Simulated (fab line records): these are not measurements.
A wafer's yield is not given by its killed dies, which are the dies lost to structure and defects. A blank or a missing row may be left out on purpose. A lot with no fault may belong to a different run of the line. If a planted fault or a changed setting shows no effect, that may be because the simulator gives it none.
fab line records -- flow n5Finfet
[record] lots = 7, wafers = 20, lastDay = 18
route steps=1938 shown BEOL_M0@734 BEOL_M4@1111
lots untouched by any fault: they come from a run of this same line in which no faults occurred
startH: the number of hours between the record's first day and the start of the first shown wafer of the lot -- waitH: hours elapsed since this lot's preceding step -- " unchanged from the row above -- L1.1+2: one row covering several wafers at once -- - no value, or no start was given -- * or withheld: withheld -- < > ~ a bound
route shown NAME@n: a module of which the file shows steps, and the number in the route of the first -- usual: the fault-free wafers' mean and standard deviation -- same: alike in all rows -- chamber/n: place in a boat -- sites: each site's reading -- _std_site: how widely they spread, as a standard deviation -- _edge_site: mean of outer sites minus mean of inner sites -- radiusMm: how far each site lies from the wafer's centre -- mask NAME#n: copy n -- behind: the tool/chamber that last shaped the wafer -- hold: reason for holding the lot/hours on hold/outcome of the hold -- device: the transistor (n, p or np) that didn't switch -- end of line: the route-end tests of the same wafers -- a step given without rows: its recipe and nothing more -- killed: dies that structure and defects cost at the first sort, which is not the same as the wafer's yield -- map: dies across one wafer; x = killed, . = not, _ = none there
set.NAME: the setting as run; set.NAME@STEP: as run at that earlier step -- model.NAME: the simulator's own value behind a step, which no gauge read
certain route steps with their lots: each step a table, each wafer a row
services: the hour from which a tool's chamber was out of use, counted from the record's first day as startH (under 0 if before that day), plus the number of hours and why
[[steps]]
[step N5_BEOL_M0_SPUTTER_116]
[recipe] material = Cu, targetThkA = 40, tempC = -20, chamberPressurePa = 0.07, powerW = withheld, timeS = 7.37
[usual] chamberPressurePa = 0.07001/0.00012, throttleValvePct = 29.6/1.2
lot.wafer,tool,chamber,startH,waitH,chamberPressurePa,throttleValvePct
L217.1,pvdSputter-01,-,128.44,0.1,0.07024,31.1
L217.3,pvdSputter-01,-,128.44,0.1,0.07002,27.6
L217.5,pvdSputter-01,-,128.44,0.1,0.06995,29.7
L219.1,pvdSputter-03,-,139.06,0.1,0.07014,30.5
L219.5,pvdSputter-03,-,139.06,0.1,0.06994,29.1
L219.6,pvdSputter-03,-,139.06,0.1,0.06976,28.6
L223.3,pvdSputter-01,-,171.12,0.1,0.07004,27.7
L223.4,pvdSputter-01,-,171.12,0.1,0.07012,29.3
L224.1,pvdSputter-02,-,172.84,0.1,0.06987,31.1
L224.3,pvdSputter-02,-,172.84,0.1,0.07003,29.8
L224.6,pvdSputter-02,-,172.84,0.1,0.07007,29.9
L226.1,pvdSputter-01,-,188.50,0.1,0.07012,29.2
L226.5,pvdSputter-01,-,188.50,0.1,0.07003,31.0
L226.6,pvdSputter-01,-,188.50,0.1,0.06989,27.7
L232.1,pvdSputter-02,-,227.00,0.2,0.06988,31.0
L232.4,pvdSputter-02,-,227.00,0.2,0.06995,27.7
L232.6,pvdSputter-02,-,227.00,0.2,0.06987,27.5
L237.2,pvdSputter-02,-,253.91,0.1,0.06996,30.0
L237.4,pvdSputter-02,-,253.91,0.1,0.06991,27.3
L237.6,pvdSputter-02,-,253.91,0.1,0.07007,30.8
[step N5_BEOL_M0_ANNEAL_117]
[recipe] tempC = 400, timeS = 60, ambient = vacuum
[usual] heaterPowerW = 834/84
lot.wafer,tool,chamber,startH,waitH,heaterPowerW
L217.1,pvdSputter-01,-,128.52,0.0,732
L217.3,pvdSputter-01,-,128.52,0.0,786
L217.5,pvdSputter-01,-,128.52,0.0,857
L219.1,pvdSputter-03,-,139.14,0.0,978
L219.5,pvdSputter-03,-,139.14,0.0,729
L219.6,pvdSputter-03,-,139.14,0.0,832
L223.3,pvdSputter-01,-,171.20,0.0,794
L223.4,pvdSputter-01,-,171.20,0.0,849
L224.1,pvdSputter-02,-,172.92,0.0,827
L224.3,pvdSputter-02,-,172.92,0.0,729
L224.6,pvdSputter-02,-,172.92,0.0,768
L226.1,pvdSputter-01,-,188.58,0.0,828
L226.5,pvdSputter-01,-,188.58,0.0,742
L226.6,pvdSputter-01,-,188.58,0.0,818
L232.1,pvdSputter-02,-,227.08,0.0,831
L232.4,pvdSputter-02,-,227.08,0.0,920
L232.6,pvdSputter-02,-,227.08,0.0,932
L237.2,pvdSputter-02,-,253.99,0.0,727
L237.4,pvdSputter-02,-,253.99,0.0,895
L237.6,pvdSputter-02,-,253.99,0.0,830
[step N5_BEOL_M0_SPUTTER_132]
[recipe] material = Cu, targetThkA = 40, tempC = -20, chamberPressurePa = 0.07, powerW = withheld, timeS = 7.37
[step N5_BEOL_M0_ANNEAL_133]
[recipe] tempC = 400, timeS = 60, ambient = vacuum
[usual] heaterPowerW = 833/84
lot.wafer,tool,chamber,startH,waitH,heaterPowerW
L217.1,pvdSputter-01,-,128.64,0.0,748
L217.3,pvdSputter-01,-,128.64,0.0,801
L217.5,pvdSputter-01,-,128.64,0.0,865
L219.1,pvdSputter-03,-,139.26,0.0,974
L219.5,pvdSputter-03,-,139.26,0.0,735
L219.6,pvdSputter-03,-,139.26,0.0,857
L223.3,pvdSputter-01,-,171.32,0.0,806
L223.4,pvdSputter-01,-,171.32,0.0,847
L224.1,pvdSputter-02,-,173.04,0.0,810
L224.3,pvdSputter-02,-,173.04,0.0,735
L224.6,pvdSputter-02,-,173.04,0.0,742
L226.1,pvdSputter-01,-,188.70,0.0,824
L226.5,pvdSputter-01,-,188.70,0.0,744
L226.6,pvdSputter-01,-,188.70,0.0,807
L232.1,pvdSputter-02,-,227.20,0.0,815
L232.4,pvdSputter-02,-,227.20,0.0,897
L232.6,pvdSputter-02,-,227.20,0.0,918
L237.2,pvdSputter-02,-,254.11,0.0,738
L237.4,pvdSputter-02,-,254.11,0.0,938
L237.6,pvdSputter-02,-,254.11,0.0,823
[step N5_BEOL_M0_SPUTTER_134]
[recipe] material = Cu, targetThkA = 40, tempC = -20, chamberPressurePa = 0.07, powerW = withheld, timeS = 7.37
[step N5_BEOL_M0_ANNEAL_135]
[recipe] tempC = 400, timeS = 60, ambient = vacuum
[step N5_BEOL_M0_SPUTTER_141]
[recipe] material = Cu, targetThkA = 40, tempC = -20, chamberPressurePa = 0.07, powerW = withheld, timeS = 7.37
[step N5_BEOL_M0_ECD_118]
[recipe] material = Cu, targetThkA = 3000
[step N5_BEOL_M0_ANNEAL_119]
[recipe] tempC = 225, timeS = 90, ambient = N2
[step N5_BEOL_M0_CMP_120]
[recipe] stopOn = SiOC, tOverpolishS = 6.9, downForcePsi = 1, platenRpm = 50, clearingPlatenDownForcePsi = 1.5, clearingPlatenRpm = 50, postCmpClean = cuAlkaline, clearingPlatenPadVelocityMS = 0.99484, padVelocityMS = 0.99484
[usual] barrierFieldEndpointS = 3.60/0.099, motorCurrentA = 6.0/0.67, overpolishRunS = 6.901/0.0097, timeToEndpointS = 61.7/2.8
lot.wafer,tool,chamber,startH,waitH,barrierFieldEndpointS,motorCurrentA,overpolishRunS,timeToEndpointS
L217.1,cmp-01,3,129.96,0.5,3.82,6.7,6.912,67.1
L217.3,cmp-01,2,129.96,0.5,3.76,5.5,6.887,66.1
L217.5,cmp-01,0,129.96,0.5,3.73,5.1,6.909,67.4
L219.1,cmp-01,2,140.25,0.6,3.60,5.8,6.913,61.5
L219.5,cmp-01,2,140.25,0.6,3.58,5.8,6.911,60.0
L219.6,cmp-01,3,140.25,0.6,3.69,6.5,6.913,64.0
L223.4,cmp-01,1,172.11,0.2,3.45,4.9,6.909,61.6
L223.3,cmp-01,2,172.11,0.2,3.43,5.7,6.889,59.1
L224.1,cmp-01,2,173.75,0.3,3.54,5.8,6.898,60.1
L224.3,cmp-01,0,173.75,0.3,3.58,5.0,6.893,59.7
L224.6,cmp-01,2,173.75,0.3,3.68,5.3,6.888,62.6
L226.1,cmp-02,1,189.41,0.3,3.63,6.4,6.904,64.6
L226.6,cmp-02,0,189.41,0.3,3.44,6.0,6.912,60.1
L226.5,cmp-02,1,189.41,0.3,3.57,6.3,6.898,63.6
L232.4,cmp-03,3,227.85,0.1,3.64,6.4,6.899,63.8
L232.1,cmp-03,0,227.85,0.1,3.69,6.6,6.900,67.3
L232.6,cmp-03,3,227.85,0.1,3.63,6.0,6.909,64.0
L237.4,cmp-01,2,254.77,0.1,3.64,5.4,6.907,65.3
L237.2,cmp-01,3,254.77,0.1,3.65,6.7,6.901,68.8
L237.6,cmp-01,2,254.77,0.1,3.45,5.5,6.888,66.8
[step N5_BEOL_M0_PRE_CLEAN_131]
[recipe] gas = NH3/H2, timeS = 15, tempC = *, rfPowerW = 300
[usual] heaterPowerW = 96/22
lot.wafer,tool,chamber,startH,waitH,heaterPowerW
L217.1,cvdCo-02,0,130.29,0.0,113
L217.3,cvdCo-02,0,130.29,0.0,110
L217.5,cvdCo-02,2,130.29,0.0,136
L219.1,cvdCo-02,1,140.58,0.0,101
L219.5,cvdCo-02,0,140.58,0.0,110
L219.6,cvdCo-02,1,140.58,0.0,104
L223.3,cvdCo-02,2,172.37,0.0,135
L223.4,cvdCo-02,1,172.37,0.0,105
L224.1,cvdCo-02,2,174.04,0.0,132
L224.3,cvdCo-02,0,174.04,0.0,109
L224.6,cvdCo-02,1,174.04,0.0,102
L226.1,cvdCo-02,2,189.70,0.0,135
L226.5,cvdCo-02,0,189.70,0.0,109
L226.6,cvdCo-02,2,189.70,0.0,133
L232.1,cvdCo-01,2,228.18,0.0,83
L232.4,cvdCo-01,1,228.18,0.0,88
L232.6,cvdCo-01,2,228.18,0.0,85
L237.2,cvdCo-01,2,255.10,0.0,84
L237.4,cvdCo-01,1,255.10,0.0,87
L237.6,cvdCo-01,0,255.10,0.0,66
[step N5_BEOL_M0_CO_CAP_123]
[recipe] material = Co, targetThkA = 20, tempC = 200, precursor = CCTBA/H2, pressureTorr = 30, timeS = 102.1
[usual] heaterPowerW = 250/27, runLengthS = 124.3/0.53
lot.wafer,tool,chamber,startH,waitH,heaterPowerW,runLengthS,model.Co_of_BEOL_M0_CO_CAP_123.thkNm
L217.1,cvdCo-02,0,130.35,0.0,268,124.8,2
L217.3,cvdCo-02,0,130.35,0.0,264,124.3,2
L217.5,cvdCo-02,2,130.35,0.0,302,124.4,2
L219.1,cvdCo-02,1,140.62,0.0,258,125.2,2
L219.5,cvdCo-02,0,140.62,0.0,267,124.4,2.2
L219.6,cvdCo-02,1,140.62,0.0,260,125.5,2
L223.3,cvdCo-02,2,172.41,0.0,299,124.5,2
L223.4,cvdCo-02,1,172.41,0.0,259,175.5,2.8
L224.1,cvdCo-02,2,174.08,0.0,294,123.9,2.2
L224.3,cvdCo-02,0,174.08,0.0,271,124.8,2.2
L224.6,cvdCo-02,1,174.08,0.0,258,175.6,3
L226.1,cvdCo-02,2,189.74,0.0,296,124.5,2
L226.5,cvdCo-02,0,189.74,0.0,267,125.0,2
L226.6,cvdCo-02,2,189.74,0.0,296,174.3,3
L232.1,cvdCo-01,2,228.22,0.0,234,123.5,2.2
L232.4,cvdCo-01,1,228.22,0.0,243,124.2,2
L232.6,cvdCo-01,2,228.22,0.0,236,123.7,2
L237.2,cvdCo-01,2,255.14,0.0,235,124.3,2.2
L237.4,cvdCo-01,1,255.14,0.0,236,123.7,2
L237.6,cvdCo-01,0,255.14,0.0,224,124.2,2
[step N5_BEOL_M0_PRE_CLEAN_124]
[recipe] gas = NH3, timeS = 15, tempC = withheld, rfPowerW = 300
[step N5_BEOL_M4_RC_MEAS_101]
[usual] DIBL_N = 36.5/1.4, DIBL_P = 36.9/1.7, IOFF_N = 0.163/0.023, IOFF_P = 0.22/0.032, ION_N = 673/9, ION_P = 462/7.5, SS_N = 71.6/0.54, SS_P = 73.4/0.62, VT_N = 249.8/2.8, VT_P = -250/3.5
lot.wafer,tool,chamber,startH,waitH,DIBL_N[mV/V],DIBL_P[mV/V],IOFF_N[nA/um],IOFF_P[nA/um],ION_N[uA/um],ION_P[uA/um],SS_N[mV/dec],SS_P[mV/dec],VT_N[mV],VT_P[mV]
L217.1,prober-02,0,182.40,0.0,37.6,37.2,0.176,0.26,679,470,72.2,73.9,249.2,-246
L217.3,prober-02,0,182.40,0.0,37.6,37.6,0.183,0.27,689,477,72.1,74.1,245.5,-243
L217.5,prober-02,0,182.40,0.0,37.1,37.0,0.169,0.27,670,468,71.8,73.5,247.0,-248
L219.1,prober-01,0,188.00,0.0,36.7,35.4,0.156,0.24,675,472,72.0,73.0,249.7,-245
L219.5,prober-01,0,188.00,0.0,35.1,34.0,0.132,0.23,671,469,71.3,72.5,254.2,-244
L219.6,prober-01,0,188.00,0.0,37.3,36.6,0.178,0.28,685,480,71.7,73.7,246.4,-240
L223.3,prober-01,0,213.42,0.3,35.8,37.1,0.162,0.24,670,465,71.9,73.6,251.1,-247
L223.4,prober-01,0,213.42,0.3,35.5,36.8,0.170,0.24,676,467,72.5,73.2,248.0,-249
L224.1,prober-02,0,215.92,0.0,36.6,39.1,0.176,0.22,669,454,71.5,73.7,249.1,-252
L224.3,prober-02,0,215.92,0.0,34.6,35.8,0.136,0.16,664,455,70.8,73.2,254.3,-255
L224.6,prober-02,0,215.92,0.0,34.4,36.0,0.128,0.16,662,450,71.2,72.7,254.2,-259
L226.1,prober-02,0,246.76,0.0,37.3,38.7,0.190,0.22,684,462,72.1,73.4,245.6,-252
L226.5,prober-02,0,246.76,0.0,38.1,39.3,0.207,0.24,676,450,72.2,74.1,245.3,-251
L226.6,prober-02,0,246.76,0.0,37.2,38.3,0.183,0.21,676,451,72.1,73.3,247.5,-253
L232.1,prober-02,0,276.53,0.0,36.5,38.4,0.171,0.22,669,457,71.6,73.4,248.7,-248
L232.4,prober-02,0,276.53,0.0,36.6,38.5,0.178,0.23,683,469,72.6,72.7,249.9,-249
L232.6,prober-02,0,276.53,0.0,36.5,38.4,0.169,0.22,681,467,71.5,73.4,249.4,-252
L237.2,prober-02,0,310.03,0.2,37.8,36.4,0.151,0.20,665,457,72.0,73.1,253.7,-251
L237.4,prober-02,0,310.03,0.2,37.6,36.6,0.159,0.21,675,461,72.3,73.2,249.4,-250
L237.6,prober-02,0,310.03,0.2,36.4,35.7,0.138,0.19,663,454,71.3,73.0,255.7,-251
[[services]]
tool,chamber,startH,hours,kind
cmp-01,-,107.33,3.7,repair
cvdCo-02,1,114.77,-,clean
cvdCo-02,1,114.77,22.0,scheduledDown
cvdCo-02,1,114.77,22.0,ventCycle
cmp-02,-,126.50,6.1,repair
cmp-03,-,126.99,4.0,pm
cmp-03,-,130.99,-,consumableReplace:conditioner
cmp-03,-,130.99,-,consumableReplace:pad
cmp-03,-,132.59,14.3,pm
cmp-02,-,147.75,2.2,repair
cmp-03,-,162.10,0.6,repair
cmp-01,-,199.18,4.0,pm
cmp-01,-,203.18,-,consumableReplace:conditioner
cmp-01,-,203.18,-,consumableReplace:pad
cmp-03,-,207.95,6.7,pm
cmp-02,-,238.10,4.6,pm
cmp-02,-,252.18,7.7,pm
cmp-03,-,253.17,1.7,repair
[[key]]
[firstSign] step = N5_BEOL_M0_CO_CAP_123, reading = runLengthS, direction = up, sigmas = 95, usual = *, struck = *
effect none on later readings
[modelEffect] step = N5_BEOL_M0_CO_CAP_123, value = Co_of_BEOL_M0_CO_CAP_123.thkNm, without = 1.933, struck = 2.933
metAt N5_BEOL_M0_CO_CAP_123
struckWafers L223.4,L224.6,L226.6
onsetBetween 140.62 172.41
[fault] kind = processParameterDrift, tool = cvdCo-02, chamber = -, onsetH = 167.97, steps = N5_BEOL_M0_CO_CAP_123, channel = timeS, offset = *, shape = step, endH = 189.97, scope = struckWafersOnly, actsIn = *, stated = *
